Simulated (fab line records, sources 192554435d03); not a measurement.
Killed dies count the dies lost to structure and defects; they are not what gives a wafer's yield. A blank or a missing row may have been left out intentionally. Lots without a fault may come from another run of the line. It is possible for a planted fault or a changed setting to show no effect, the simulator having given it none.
Comparing a struck lot with a sound one	flow n5-finfet	25 steps out of a route of 1938
Sound: the wafers L562.1, L562.2, L562.5. Wafers L554.1, L554.3, L554.5 were the ones struck. Last of all comes the cause.
Per side, at each step with rows, come the tool, then ch with its chambers, and then its first start. Under that, the readings that differ: sound wafers	struck wafers	difference of the means	sigmas: that difference in standard deviations of wafers without a fault.
alike: readings whose means differ by less than 2 such deviations, and words and numbers that are the same on both sides. not compared: withheld readings, readings that some wafer has no value for, bounds like >300 that may hide the same value, and numbers for which the record gives no deviation and whose values overlap.
Wherever a step has rows on one side only, a row that says differs or no value, or a row with sigmas, the two part there. When numbers do not overlap yet have no deviation, they are printed without sigmas and do not part them. A reading that every wafer of one side lacks parts them only if that side has two wafers or more.

first, 11 steps without rows for these wafers: N5_MOL_CONTACT_COAG_ETCHBACK_135 (etches SiO2 in CHF3, target depth 25 nm, time 16.7 s); N5_MOL_CONTACT_COAG_STRIP_118 (strips in CHF3); N5_MOL_CONTACT_COAG_VIA_ETCH_46 (etches SiO2 in C4F6/O2, target depth 46 nm, overetch 9.2 nm, time 40 s); N5_MOL_CONTACT_COAG_STRIP_96 (strips in N2/H2); N5_MOL_CONTACT_COAG_ETCH_47 (etches SiNx in CH3F/O2, stops on W, target depth 27 nm); N5_MOL_CONTACT_COAG_STRIP_119 (strips in N2/H2, time 30 s); N5_MOL_CONTACT_COAG_PRECLEAN_144 (cleans in alkaline clean, time 60 s); N5_MOL_CONTACT_COAG_SRD_145 (time 30 s); N5_MOL_CONTACT_COAG_COAT_62 (time 60 s, resist thk 60 nm); N5_MOL_CONTACT_COAG_COAT_63 (time 60 s, resist thk 10 nm); N5_MOL_CONTACT_COAG_COAT_64 (time 60 s, resist thk 10 nm).
N5_MOL_CONTACT_COAG_COAT_34: resist thk 40 nm.
  sound on litho-track-01 ch 0, day 9 05:49; struck on litho-track-03 ch 0, day 7 07:42
reading	sound	struck	difference	sigmas
spin-speed-rpm (rpm)	1499.8 1499.9 1499.2	1453.9 1455.4 1455.3	-44.8	-47
model.CAR-EUV_of_MOL_CONTACT_COAG_COAT_34.thk-nm (nm)	40 39.8 40	40.8 40.6 40.6	+0.7	
then, 9 steps without rows for these wafers: N5_MOL_CONTACT_COAG_EBR_36; N5_MOL_CONTACT_COAG_SOFTBAKE_35 (time 60 s); N5_MOL_CONTACT_COAG_EXPOSE_37 (exposes mask VD, defocus 0 nm); N5_MOL_CONTACT_COAG_PEB_38 (peb time 60 s); N5_MOL_CONTACT_COAG_DEVELOP_39 (develop time 30 s); N5_MOL_CONTACT_COAG_DESCUM_45 (chemistry O2, time 7 s); N5_MOL_CONTACT_COAG_ETCH_65 (etches underlayer in N2/H2, target depth 13 nm, time 10.4 s); N5_MOL_CONTACT_COAG_ETCH_66 (etches SiARC in CF4, target depth 13 nm, time 21.7 s); N5_MOL_CONTACT_COAG_ALD_133 (deposits SiO2, target thk 5 nm, pulse time 1 s, co reactant pulse time 1 s).
N5_MOL_CONTACT_COAG_ETCHBACK_134: etches SiO2 in CHF3, target depth 10 nm, time 6.7 s.
  sound on rie-diel-03 ch 0,1,2, day 9 06:39; struck on rie-diel-03 ch 0,1, day 7 08:34
reading	sound	struck	difference	sigmas
model.CAR-EUV_of_MOL_CONTACT_COAG_COAT_34.thk-nm (nm)	15.6 15.6 15.6	16.2 16 16.2	+0.5	
  alike: chamber-pressure-mTorr, drypump-motor-current-A, oes_ar_750_au, oes-product-au, rf-vpp-V, showerhead-plenum-p-Torr, throttle-valve-pct
  not compared: rf-hours-counter-h
then, 1 step without rows for these wafers: N5_MOL_CONTACT_COAG_ETCH_67 (etches SOC in N2/H2, target depth 60 nm, overetch 21 nm, time 101.2 s).
-- a jump in the record: the struck wafers' starts before and after are 2 days apart (it breaks off in module MOL_CONTACT_COAG and resumes in module BEOL_M4, where the first step shown is number 1111 of the route) --
N5_BEOL_M4_RC_MEAS_101:
  sound on prober-02 ch 0, day 11 22:49; struck on prober-02 ch 0, day 9 15:53
reading	sound	struck	difference	sigmas
DIBL_P (mV/V)	41.1 36.7 44.8	35.2 35.3 35.7	-5.5	-3
  alike: DIBL_N, IOFF_N, IOFF_P, ION_N, ION_P, SS_N, SS_P, VT_N, VT_P
-- the record jumps here: 4 days lie between the struck wafers' starts before and after (it left off in module BEOL_M4 and takes up again in module PASSIVATION, whose first step shown is number 1936 of the route) --
N5_PASSIVATION_PROBE_49:
  rows exist in the record for the struck wafers here (prober-01, day 14 02:12), but not for the sound ones

WHERE THEY PART
Earliest at N5_MOL_CONTACT_COAG_COAT_34; latest, in this record, at N5_PASSIVATION_PROBE_49.

WHY: what had been put in by the simulator
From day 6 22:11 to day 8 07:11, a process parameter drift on litho-track-03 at N5_MOL_CONTACT_COAG_COAT_34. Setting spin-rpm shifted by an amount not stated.
